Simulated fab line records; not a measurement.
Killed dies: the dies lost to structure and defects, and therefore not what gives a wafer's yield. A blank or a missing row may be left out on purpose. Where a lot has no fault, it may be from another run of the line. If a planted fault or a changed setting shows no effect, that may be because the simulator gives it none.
A sampling plan put to the test / flow nand_harc / 20 faults told of in these records, all on one fab line, each judged by the records of the lots it struck
The plan consists of the line's own looks: route steps at which the wafer is read by a gauge or an inspection but not changed. A look is open to judgement when struck wafers have a number at it and the file gives its usual mean and standard deviation on fault-free wafers. Caught: a look later than the fault's first step finds the struck wafers' mean 4 or more of those standard deviations (sigma) from the usual mean. On the tool: the test repeated on the tool's own readings taken at the fault's steps. Caught also covers a different recipe on the struck wafers, or a record left blank for those wafers only.

THE FAULTS, as the simulator had put them in
1. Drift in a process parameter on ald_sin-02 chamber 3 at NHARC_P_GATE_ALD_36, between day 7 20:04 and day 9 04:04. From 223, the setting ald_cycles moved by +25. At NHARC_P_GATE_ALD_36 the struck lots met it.
2. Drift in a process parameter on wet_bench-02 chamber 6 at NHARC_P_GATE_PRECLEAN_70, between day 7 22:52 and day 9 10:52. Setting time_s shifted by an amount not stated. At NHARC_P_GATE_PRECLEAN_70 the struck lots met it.
3. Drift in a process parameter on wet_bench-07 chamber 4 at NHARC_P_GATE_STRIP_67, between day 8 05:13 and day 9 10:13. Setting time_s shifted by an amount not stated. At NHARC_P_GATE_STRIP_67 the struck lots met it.
4. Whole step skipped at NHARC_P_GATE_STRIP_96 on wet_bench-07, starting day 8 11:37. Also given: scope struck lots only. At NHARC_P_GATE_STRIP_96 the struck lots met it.
5. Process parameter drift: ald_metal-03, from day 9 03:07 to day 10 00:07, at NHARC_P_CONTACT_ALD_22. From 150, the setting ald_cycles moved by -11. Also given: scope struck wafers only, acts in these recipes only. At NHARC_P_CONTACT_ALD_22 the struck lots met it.
6. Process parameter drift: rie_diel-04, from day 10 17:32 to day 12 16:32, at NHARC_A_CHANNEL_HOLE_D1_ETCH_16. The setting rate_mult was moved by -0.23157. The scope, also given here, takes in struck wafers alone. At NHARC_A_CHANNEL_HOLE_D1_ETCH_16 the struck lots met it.
7. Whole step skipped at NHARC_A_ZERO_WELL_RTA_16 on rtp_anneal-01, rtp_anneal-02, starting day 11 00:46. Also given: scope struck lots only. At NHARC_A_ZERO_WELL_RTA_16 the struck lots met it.
8. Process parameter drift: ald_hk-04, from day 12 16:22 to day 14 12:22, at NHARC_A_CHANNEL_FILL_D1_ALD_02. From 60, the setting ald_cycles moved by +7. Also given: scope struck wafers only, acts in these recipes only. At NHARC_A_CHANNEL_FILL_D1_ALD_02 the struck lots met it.
9. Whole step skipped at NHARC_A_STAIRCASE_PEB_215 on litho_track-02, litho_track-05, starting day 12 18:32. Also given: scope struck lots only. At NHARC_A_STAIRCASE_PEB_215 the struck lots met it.
10. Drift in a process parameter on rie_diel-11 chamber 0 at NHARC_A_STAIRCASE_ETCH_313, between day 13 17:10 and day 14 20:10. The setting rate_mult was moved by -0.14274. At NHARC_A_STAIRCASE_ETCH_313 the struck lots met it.
11. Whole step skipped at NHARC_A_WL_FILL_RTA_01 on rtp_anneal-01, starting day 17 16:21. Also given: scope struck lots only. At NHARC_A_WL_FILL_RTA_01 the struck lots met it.
12. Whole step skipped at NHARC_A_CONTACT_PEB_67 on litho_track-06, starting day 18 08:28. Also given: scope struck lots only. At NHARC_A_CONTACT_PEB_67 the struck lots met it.
13. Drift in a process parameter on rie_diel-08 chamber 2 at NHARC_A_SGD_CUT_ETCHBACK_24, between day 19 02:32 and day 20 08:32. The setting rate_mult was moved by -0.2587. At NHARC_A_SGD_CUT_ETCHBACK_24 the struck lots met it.
14. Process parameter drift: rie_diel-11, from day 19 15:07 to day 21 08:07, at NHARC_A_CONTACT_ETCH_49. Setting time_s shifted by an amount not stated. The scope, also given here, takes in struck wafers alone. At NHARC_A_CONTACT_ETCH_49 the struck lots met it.
15. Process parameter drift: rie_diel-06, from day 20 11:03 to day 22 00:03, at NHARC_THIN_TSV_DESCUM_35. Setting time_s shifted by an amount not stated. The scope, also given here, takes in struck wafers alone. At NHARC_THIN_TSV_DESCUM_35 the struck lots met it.
16. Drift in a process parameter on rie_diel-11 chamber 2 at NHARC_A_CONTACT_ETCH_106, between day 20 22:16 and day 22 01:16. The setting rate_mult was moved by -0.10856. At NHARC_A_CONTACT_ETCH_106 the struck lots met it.
17. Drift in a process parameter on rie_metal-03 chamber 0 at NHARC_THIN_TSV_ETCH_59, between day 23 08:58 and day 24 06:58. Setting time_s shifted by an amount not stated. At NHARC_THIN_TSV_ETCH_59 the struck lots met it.
18. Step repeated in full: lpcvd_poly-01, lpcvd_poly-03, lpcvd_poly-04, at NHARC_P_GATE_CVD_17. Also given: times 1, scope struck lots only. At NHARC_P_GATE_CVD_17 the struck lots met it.
19. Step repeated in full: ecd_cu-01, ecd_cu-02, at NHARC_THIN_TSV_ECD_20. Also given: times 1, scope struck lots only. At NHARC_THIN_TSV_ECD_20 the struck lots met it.
20. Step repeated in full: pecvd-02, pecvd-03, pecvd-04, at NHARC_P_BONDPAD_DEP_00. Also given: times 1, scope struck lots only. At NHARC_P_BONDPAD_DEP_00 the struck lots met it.

WHAT THE PLAN SAW
fault=1; on the tool itself=only faintly: heater_power_w +2.0 sigma; first look that catches it=no look after it can be judged; reading, sigma=-; median hours from its first step to that look=-; hours from the fault's start to the first struck lot there=-; judged looks passed uncaught=0
fault=2; on the tool itself=no reading that can be judged; first look that catches it=not the one look that can be judged after it; reading, sigma=strongest: killed_at_array at NHARC_END_SORT_01, +3.5; median hours from its first step to that look=-; hours from the fault's start to the first struck lot there=-; judged looks passed uncaught=1
fault=3; on the tool itself=run_length_s -99 or beyond sigma; first look that catches it=no look after it can be judged; reading, sigma=-; median hours from its first step to that look=-; hours from the fault's start to the first struck lot there=-; judged looks passed uncaught=0
fault=4; on the tool itself=the tool's record is blank for the struck wafers; first look that catches it=not the one look that can be judged after it; reading, sigma=-; median hours from its first step to that look=-; hours from the fault's start to the first struck lot there=-; judged looks passed uncaught=1
fault=5; on the tool itself=under 2 sigma; first look that catches it=none of the 2 looks that can be judged after it; reading, sigma=-; median hours from its first step to that look=-; hours from the fault's start to the first struck lot there=-; judged looks passed uncaught=2
fault=6; on the tool itself=oes_product_au -12 sigma; first look that catches it=no look after it can be judged; reading, sigma=-; median hours from its first step to that look=-; hours from the fault's start to the first struck lot there=-; judged looks passed uncaught=0
fault=7; on the tool itself=the tool's record is blank for the struck wafers; first look that catches it=no look after it can be judged; reading, sigma=-; median hours from its first step to that look=-; hours from the fault's start to the first struck lot there=-; judged looks passed uncaught=0
fault=8; on the tool itself=under 2 sigma; first look that catches it=no look after it can be judged; reading, sigma=-; median hours from its first step to that look=-; hours from the fault's start to the first struck lot there=-; judged looks passed uncaught=0
fault=9; on the tool itself=the tool's record is blank for the struck wafers; first look that catches it=no look after it can be judged; reading, sigma=-; median hours from its first step to that look=-; hours from the fault's start to the first struck lot there=-; judged looks passed uncaught=0
fault=10; on the tool itself=only faintly: oes_product_au -2.3 sigma; first look that catches it=NHARC_END_SORT_01; reading, sigma=killed_dies +64; median hours from its first step to that look=185.1; hours from the fault's start to the first struck lot there=195; judged looks passed uncaught=0
fault=11; on the tool itself=the tool's record is blank for the struck wafers; first look that catches it=no look after it can be judged; reading, sigma=-; median hours from its first step to that look=-; hours from the fault's start to the first struck lot there=-; judged looks passed uncaught=0
fault=12; on the tool itself=the tool's record is blank for the struck wafers; first look that catches it=no look after it can be judged; reading, sigma=-; median hours from its first step to that look=-; hours from the fault's start to the first struck lot there=-; judged looks passed uncaught=0
fault=13; on the tool itself=only faintly: oes_product_au -3.8 sigma; first look that catches it=not the one look that can be judged after it; reading, sigma=-; median hours from its first step to that look=-; hours from the fault's start to the first struck lot there=-; judged looks passed uncaught=1
fault=14; on the tool itself=run_length_s -62 sigma; first look that catches it=no look after it can be judged; reading, sigma=-; median hours from its first step to that look=-; hours from the fault's start to the first struck lot there=-; judged looks passed uncaught=0
fault=15; on the tool itself=only faintly: run_length_s -2.8 sigma; first look that catches it=not the one look that can be judged after it; reading, sigma=-; median hours from its first step to that look=-; hours from the fault's start to the first struck lot there=-; judged looks passed uncaught=1
fault=16; on the tool itself=oes_product_au -5.2 sigma; first look that catches it=NHARC_END_SORT_01; reading, sigma=killed_dies +58; median hours from its first step to that look=59.1; hours from the fault's start to the first struck lot there=83; judged looks passed uncaught=0
fault=17; on the tool itself=run_length_s -55 sigma; first look that catches it=no look after it can be judged; reading, sigma=-; median hours from its first step to that look=-; hours from the fault's start to the first struck lot there=-; judged looks passed uncaught=0
fault=18; on the tool itself=under 2 sigma; first look that catches it=no look after it can be judged; reading, sigma=-; median hours from its first step to that look=-; hours from the fault's start to the first struck lot there=-; judged looks passed uncaught=0
fault=19; on the tool itself=no reading that can be judged; first look that catches it=not the one look that can be judged after it; reading, sigma=-; median hours from its first step to that look=-; hours from the fault's start to the first struck lot there=-; judged looks passed uncaught=1
fault=20; on the tool itself=under 2 sigma; first look that catches it=not the one look that can be judged after it; reading, sigma=-; median hours from its first step to that look=-; hours from the fault's start to the first struck lot there=-; judged looks passed uncaught=1
Dash: fault not caught, or number not given in these records.

Caught at a look: 2 of 20. Caught on the tool: 10 of 20. By one or the other: 11 of 20.
Faults 3, 4, 6, 7, 9, 11, 12, 14, 17 were caught on the tool alone.
Caught at a look alone: fault 10.
Caught by neither: faults 1, 2, 5, 8, 13, 15, 18, 19, 20.

THINNER SAMPLING
Were the look that catches a fault to measure just every second or every third lot (counted by lot number), the first struck lot would, at worst, be measured this late:
fault=10; struck lots at that look, in order of time=L641; every lot=195 h; every second lot=may miss it; every third lot=may miss it
fault=16; struck lots at that look, in order of time=L942; every lot=83 h; every second lot=may miss it; every third lot=may miss it
Hours: fault start to first struck lot measured. The limit of 4 sigma was tested on all struck wafers together, so one lot alone may lie under it. Other struck lots may not be in these records.

THE LONGEST TIMED WAY FROM STEP TO LOOK
Fault 10: the median time between NHARC_A_STAIRCASE_ETCH_313 and NHARC_END_SORT_01 is 185.1 hours. No look between them can be judged.
